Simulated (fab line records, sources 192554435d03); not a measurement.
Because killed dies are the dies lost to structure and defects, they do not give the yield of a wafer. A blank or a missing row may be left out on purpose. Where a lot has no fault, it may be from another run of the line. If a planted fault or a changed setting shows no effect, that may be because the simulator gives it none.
Split-lot study + flow n5Finfet + 7 lots, 21 wafers read, on a route of 1938 steps

THE SPLIT
At N5_GATE_CUT_DESCUM_18 (chemistry O2, time 7 s), the setting timeS was moved away from the recipe's 7 s on 2 of the 21 wafers read, by -15.2% to +10.8%. All remaining wafers had this setting at the recipe value.

BETWEEN THE SPLIT AND THE READING: the file shows 1 step in between
- N5_GATE_CUT_ETCH_28: etches underlayer in N2/H2, target depth 13 nm, time 10.4 s

THE READING
CAR-EUV_of_GATE_CUT_COAT_07.thkNm (the simulator's own value, which no gauge read), in nm, at N5_GATE_CUT_ETCH_36 (etches SiARC in CF4, target depth 13 nm, time 21.7 s). There is no usual value for it anywhere in the file. The 19 wafers here that ran the recipe average 6.9 nm, standard deviation 0.1 nm.

| wafer  | tool, chamber at the split | timeS as run, s | against the recipe | CAR-EUV_of_GATE_CUT_COAT_07.thkNm, nm | against lot-mates on the recipe |
|--------|----------------------------|-----------------|--------------------|---------------------------------------|---------------------------------|
| L074.1 | rieDiel-06, 1,1,2          | 7               | recipe             | 7                                     | -                               |
| L074.4 | rieDiel-06, 1,1,2          | 7               | recipe             | 7                                     | -                               |
| L074.5 | rieDiel-06, 1,1,2          | 7               | recipe             | 7                                     | -                               |
| L080.2 | rieDiel-06, 0,1,2          | 7               | recipe             | 6.8                                   | -                               |
| L080.4 | rieDiel-06, 0,1,2          | 7               | recipe             | 6.8                                   | -                               |
| L080.5 | rieDiel-06, 0,1,2          | 7               | recipe             | 7                                     | -                               |
| L081.2 | rieDiel-04, 2,0,2          | 7               | recipe             | 6.8                                   | -                               |
| L081.5 | rieDiel-04, 2,0,2          | 7               | recipe             | 6.8                                   | -                               |
| L081.6 | rieDiel-04, 2,0,2          | 7               | recipe             | 6.8                                   | -                               |
| L085.3 | rieDiel-05, 0,1,1          | 7               | recipe             | 7                                     | -                               |
| L085.4 | rieDiel-05, 0,1,1          | 7               | recipe             | 7                                     | -                               |
| L085.6 | rieDiel-05, 0,1,1          | 7               | recipe             | 6.8                                   | -                               |
| L087.1 | rieDiel-06, 3,1            | 7               | recipe             | 6.8                                   | -                               |
| L087.2 | rieDiel-06, 2              | 7               | recipe             | 6.8                                   | -                               |
| L087.4 | rieDiel-06, 3,1            | 7               | recipe             | 6.8                                   | -                               |
| L091.1 | rieDiel-04, 0,3            | 7               | recipe             | 7                                     | -                               |
| L091.2 | rieDiel-04, 0,3            | 7               | recipe             | 7                                     | -                               |
| L091.6 | rieDiel-04, 2              | 7.758           | +10.8%             | 6.4                                   | -0.6                            |
| L095.2 | rieDiel-04, 3              | 7               | recipe             | 7                                     | -                               |
| L095.3 | rieDiel-04, 2              | 7               | recipe             | 7                                     | -                               |
| L095.6 | rieDiel-04, 1              | 5.937           | -15.2%             | 7.6                                   | +0.6                            |
The file does not say which wafer passed through which chamber wherever a row lists several chambers: such a row stands for several wafers.

FIT RESULTS
A straight line over all 21 wafers: CAR-EUV_of_GATE_CUT_COAT_07.thkNm changes by -0.0461 nm for each +1% of timeS; r = -0.89; the points scatter about the line by 0.1 nm.
The same after taking each lot's own level away (the mean of its wafers on the recipe; 21 wafers): -0.045 nm for each +1%; r = -0.95; scatter 0.061 nm.
The reading moves by 0.68 nm for the largest change in timeS, on that fit.
Across the lots, their own levels run from 6.80 to 7.00 nm, a range of 2.0 times the standard deviation given above.
The two slopes agree, so the slope changes little with the lot-to-lot level.
Check: +0.841 nm against its lot-mates is what the line predicts for one of the wafers moved furthest among these (-15.2%) when that wafer is left out of the fit. Against them it came out at +0.6 nm.

OTHER SPLITS ON THESE WAFERS
Other splits were also applied to these wafers ahead of the reading. Each is held against what the fit with the lots' levels taken away leaves over:
| other split on the same wafers  | wafers away from the commonest value | r with CAR-EUV_of_GATE_CUT_COAT_07.thkNm (lot level and that fit taken away) |
|---------------------------------|--------------------------------------|------------------------------------------------------------------------------|
| N5_SD_EPI_P_EXPOSE_06 doseMj    | 6                                    | +0.20                                                                        |
| N5_HKMG_FIN_HK_ALD_01 aldCycles | 9                                    | -0.19                                                                        |
| N5_HKMG_FIN_EXPOSE_46 doseMj    | 7                                    | +0.11                                                                        |
| N5_HKMG_FIN_PEB_47 pebTimeS     | 9                                    | -0.10                                                                        |

THE WHOLE CHAIN: every reading that the file lists as answering this split, in the file's order
| step                  | what it does                                         | reading                                                                            | change (the file's fit)                | r (the file's) |
|-----------------------|------------------------------------------------------|------------------------------------------------------------------------------------|----------------------------------------|----------------|
| N5_GATE_CUT_DESCUM_18 | chemistry O2, time 7 s                               | CAR-EUV_of_GATE_CUT_COAT_07.thkNm (the simulator's own value, which no gauge read) | -0.0343 nm for each +1% of the setting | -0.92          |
| N5_GATE_CUT_ETCH_36   | etches SiARC in CF4, target depth 13 nm, time 21.7 s | CAR-EUV_of_GATE_CUT_COAT_07.thkNm (the simulator's own value, which no gauge read) | -0.0449 nm for each +1% of the setting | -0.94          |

FILE'S OWN FIT
CAR-EUV_of_GATE_CUT_COAT_07.thkNm changes by -0.0449 nm for each +1% of timeS, r = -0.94.
